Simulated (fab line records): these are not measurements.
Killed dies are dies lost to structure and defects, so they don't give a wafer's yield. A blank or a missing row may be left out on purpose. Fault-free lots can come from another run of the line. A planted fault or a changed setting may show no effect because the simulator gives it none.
Comparing a struck lot with a sound one -- flow n5-finfet -- 16 steps out of a route of 1938
Sound: wafers L286.2, L286.4, L286.5. Wafers L297.2, L297.4, L297.5 were the ones struck. The cause is named last.
Each step with rows lists, per side, the tool, then ch with its chambers, then its first start. Under that, the readings that differ: sound wafers -- struck wafers -- difference of the means -- sigmas: that difference in standard deviations of wafers without a fault.
alike: readings whose means differ by less than 2 such deviations, and words and numbers that are the same on both sides. not compared: withheld readings, readings that some wafer has no value for, bounds like >300 that may hide the same value, and numbers for which the record gives no deviation and whose values overlap.
Wherever a step has rows on one side only, a row that says differs or no value, or a row with sigmas, the two part there. When numbers do not overlap yet have no deviation, they are printed without sigmas and do not part them. A reading that every wafer of one side lacks parts them only if that side has two wafers or more.

first, 7 steps without rows for these wafers: N5_WELL_APT_COAT_02 (resist thk 950 nm); N5_WELL_APT_EBR_04; N5_WELL_APT_SOFTBAKE_03 (time 60 s); N5_WELL_APT_EXPOSE_05 (exposes mask NWELL, defocus 0 nm, target cd 200 nm); N5_WELL_APT_PEB_06 (peb time 90 s); N5_WELL_APT_DEVELOP_07 (develop time 45 s); N5_WELL_APT_HARDBAKE_12 (time 120 s).
N5_WELL_APT_CD_MEAS_08: target cd 200 nm.
  sound on cd-sem-01 ch 0, day 2 01:44; struck on cd-sem-01 ch 0, day 4 19:34
  alike: cd-nm
N5_WELL_APT_OVL_MEAS_09:
  sound on overlay-01 ch 0, day 2 01:45; struck on overlay-02 ch 0, day 4 19:35
  alike: NWELL_OVL
N5_WELL_APT_INSPECT_10: inspects for defects (macro).
  sound on defect-inspect-02 at day 2 02:05; struck on defect-inspect-02 at day 4 19:37
  alike: raw-defect-count
N5_WELL_APT_DESCUM_13: chemistry O2, time 7.9 s.
  sound on rie-diel-01 ch 0,2,3, day 2 02:07; struck on rie-diel-01 ch 1,3, day 4 20:11
  alike: drypump-motor-current-A, o2-flow-sccm, oes-product-au, rf-vpp-V, showerhead-plenum-p-Torr, temp-c, throttle-valve-pct
  not compared: rf-hours-counter-h
then, 1 step without rows for these wafers: N5_WELL_APT_IMPLANT_14.
N5_WELL_APT_IMPLANT_15:
  sound on implanter-02 ch 0, day 2 02:27; struck on implanter-01 ch 0, day 4 20:51
  alike: beam-energy-keV
then, 1 step without rows for these wafers: N5_WELL_APT_STRIP_16 (strips in SPM, time 900 s).
-- a jump in the record: the struck wafers' starts before and after are 8 days apart (it breaks off in module WELL_APT and resumes in module BEOL_M4, where the first step shown is number 1111 of the route) --
N5_BEOL_M4_RC_MEAS_101:
  sound on prober-01 ch 0, day 8 19:48; struck on prober-02 ch 0, day 12 19:47
  alike: DIBL_N, DIBL_P, IOFF_N, IOFF_P, ION_N, ION_P, SS_N, SS_P, VT_N, VT_P
then, 1 step without rows for these wafers: N5_PASSIVATION_PROBE_49.

WHERE THEY PART
Nowhere in this record.

WHY: what had been put in by the simulator
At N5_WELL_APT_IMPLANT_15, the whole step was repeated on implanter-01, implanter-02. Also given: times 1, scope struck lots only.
